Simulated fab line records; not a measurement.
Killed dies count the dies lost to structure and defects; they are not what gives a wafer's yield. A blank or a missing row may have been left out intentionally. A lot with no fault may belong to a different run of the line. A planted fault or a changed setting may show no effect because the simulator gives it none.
A lot that was struck, set against a sound lot :: flow n5 finfet :: 15 out of 1938 route steps
Sound: these wafers, L722.2, L722.3, L722.4. The struck wafers were L737.1, L737.4, L737.5. The cause comes at the end.
At each step with rows: each side's tool, then ch and its chambers, then its first start. Under that, the readings that differ: sound wafers :: struck wafers :: difference of the means :: sigmas: that difference in standard deviations of wafers without a fault.
alike: readings with means less than 2 such deviations apart, plus words and numbers identical on both sides. not compared: withheld readings, readings lacking a value on some wafer, bounds such as >300 that could conceal the same value, and numbers that have no deviation in the record and whose values overlap.
A row with sigmas, a row that says differs or no value, or rows on one side alone: a step with any of these is where the two part. Non-overlapping numbers with no deviation appear without sigmas and do not part them. A reading that every wafer of one side lacks parts them only if that side has two wafers or more.

first, 1 step without rows for these wafers: N5_BEOL_M2_DEVELOP_27 (develop time 30 s).
N5_BEOL_M2_CD_MEAS_28: target cd 26.2 nm, target cd y 24.1 nm.
  sound on cd sem-02 ch 0, day 6 16:23; struck on cd sem-02 ch 0, day 11 00:40
  alike: cd nm
N5_BEOL_M2_OVL_MEAS_29:
  sound on overlay-01 ch 0, day 6 16:25; struck on overlay-02 ch 0, day 11 00:41
  alike: V1_OVL
N5_BEOL_M2_INSPECT_30: inspects for defects (brightfield).
  struck on defect inspect-01, day 11 00:45; sound on defect inspect-02, day 6 16:28
  alike: raw defect count
N5_BEOL_M2_DESCUM_33: chemistry O2, time 7 s.
  sound on rie diel-02 ch 0,2,3, day 6 16:30; struck on rie diel-06 ch 0,2,3, day 11 00:47
  alike: chamber pressure mTorr, drypump motor current A, oes product au, rf vpp V, showerhead plenum p Torr, throttle valve pct
  not compared: rf hours counter h
N5_BEOL_M2_ETCH_77: etches underlayer in N2/H2, target depth 6.5 nm, time 5.2 s.
  sound on rie diel-02 ch 0,2,3, day 6 16:32; struck on rie diel-06 ch 0,2,3, day 11 00:49
  alike: chamber pressure mTorr, drypump motor current A, etch rf on time s, oes product au, rf fwd power W, rf vpp V, showerhead plenum p Torr, throttle valve pct
  not compared: rf hours counter h
N5_BEOL_M2_ETCH_69: etches SiARC in CF4, target depth 15.6 nm, time 26 s.
  sound on rie diel-02 ch 0,2,3, day 6 16:33; struck on rie diel-06 ch 0,2,3, day 11 00:50
  alike: chamber pressure mTorr, drypump motor current A, etch rf on time s, oes product au, rf fwd power W, rf vpp V, showerhead plenum p Torr, throttle valve pct
  not compared: rf hours counter h
N5_BEOL_M2_ALD_98: deposits SiO2, target thk 2.5 nm, pulse time 1 s, co reactant pulse time 1 s.
  sound on ald sin-02 ch 1,2,3, day 6 16:59; struck on ald sin-04 ch 0,2, day 11 00:58
  alike: heater power w, precursor pulse height rel
then, 1 step without rows for these wafers: N5_BEOL_M2_ETCHBACK_99 (etches SiO2 in CHF3, target depth 5 nm, time 10.4 s).
N5_BEOL_M2_ETCH_70: etches SOC in N2/H2, target depth 80 nm, overetch 24 nm, time 130 s.
  sound on rie diel-06 ch 0,1,2, day 7 00:11; struck on rie diel-02 ch 0,1,2, day 11 06:58
  alike: chamber pressure mTorr, drypump motor current A, oes product au, rf fwd power W, rf vpp V, showerhead plenum p Torr, throttle valve pct
  not compared: rf hours counter h
then, 2 steps without rows for these wafers: N5_BEOL_M2_STRIP_71 (strips in N2/H2); N5_BEOL_M2_STRIP_78 (strips in N2/H2).
N5_BEOL_M2_VIA_ETCH_34: etches the open film in C4F6/O2, target depth 69.4 nm, time 65.9 s.
  sound on rie diel-06 ch 0,1,2, day 7 00:17; struck on rie diel-02 ch 0,1,2, day 11 07:04
reading: oes_o_777_au (a.u.)
sound: 0.73 0.85 0.71
struck: 0.53 0.56 0.50
difference: -0.23
sigmas: -2

reading: rf fwd power W (W)
sound: 346.8 347.8 346.1
struck: 263.9 263.7 263.1
difference: -83.3
sigmas: -69

reading: rf vpp V (V)
sound: 643 665 673
struck: 751 761 781
difference: +104
sigmas: +6

reading: model.etch.depth nm (nm)
sound: 67.63 70.33 67.22
struck: 61.7 61.83 59.71
difference: -7.3
sigmas: 

reading: model.SOC_of_BEOL_M2_COAT_67.thk nm (nm)
sound: 52.4 51.8 52
struck: 52.6 52.6 52.8
difference: +0.6
sigmas: 
  alike: chamber pressure mTorr, drypump motor current A, oes product au, showerhead plenum p Torr, throttle valve pct
  not compared: rf hours counter h
then, 1 step without rows for these wafers: N5_BEOL_M2_STRIP_83 (strips in C4F6/O2).
N5_BEOL_M4_RC_MEAS_101:
  sound on prober-01 ch 0, day 8 10:47; struck on prober-01 ch 0, day 13 03:11
reading: SS_N (mV/dec)
sound: 70.3 69.8 71.3
struck: 72.1 72.2 71.7
difference: +1.5
sigmas: +2

reading: VT_P (mV)
sound: -258 -257 -260
struck: -248 -251 -250
difference: +9
sigmas: +2
  alike: DIBL_N, DIBL_P, IOFF_N, IOFF_P, ION_N, ION_P, SS_P, VT_N

WHERE THEY PART
Earliest at N5_BEOL_M2_VIA_ETCH_34; latest, in this record, at N5_BEOL_M4_RC_MEAS_101.

WHY: what the simulator had put in
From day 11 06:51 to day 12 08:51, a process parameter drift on rie diel-02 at N5_BEOL_M2_VIA_ETCH_34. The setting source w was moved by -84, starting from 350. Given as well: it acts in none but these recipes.
